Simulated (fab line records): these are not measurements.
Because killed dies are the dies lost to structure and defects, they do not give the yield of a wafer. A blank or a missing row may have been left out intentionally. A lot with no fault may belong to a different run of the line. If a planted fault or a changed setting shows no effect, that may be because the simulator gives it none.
Chamber matching ; flow nand_harc ; NHARC_A_CONTACT_DESCUM_47 on rie_diel-06 has 4 sister chambers
The step chemistry O2, time 3 s. 4 wafers are shown with their chamber, then 12 later ones without.

WAFERS, EACH WITH ITS CHAMBER
wafer;chamber;drypump_motor_current_A (A)
L086.2;1;4.8
L086.6;2;5.8
L090.5;0;6.1
L090.6;3;5.9

WAFERS WITHOUT THEIR CHAMBER
wafer;drypump_motor_current_A (A)
L090.2;6.2
L090.3;5.8
L090.4;4.9
L093.2;5.9
L093.4;6.1
L093.5;5.9
L095.3;6.1
L095.5;6.1
L095.6;4.9
L097.3;5.8
L097.4;6.1
L097.5;4.9

THE CHAMBER EACH PASSED THROUGH
wafer;from the rows above;in truth
L090.2;0;0
L090.3;can't be placed: 2 or 3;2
L090.4;1;1
L093.2;can't be placed: 3 or 2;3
L093.4;0;0
L093.5;can't be placed: 3 or 2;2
L095.3;0;0
L095.5;0;0
L095.6;1;1
L097.3;can't be placed: 2 or 3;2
L097.4;0;0
L097.5;1;1
8 of 12 placed correctly. These rows do not allow placing 4 (true chamber among the candidates in 4). 0 placed wrongly.
How it was worked out, from the rows above alone: a wafer's distance from a chamber is the root of the sum, over the readings, of the square of ((its reading less the chamber's mean) divided by the reading's scatter). The wafer belongs to the nearest chamber; if the next one is less than 2 further off, it can't be placed. The mean given for a chamber averages the wafers shown for that chamber. The scatter (one wafer shown for each chamber): square how far every hidden wafer sits from the nearest shown wafer, average those squares and take the square root.
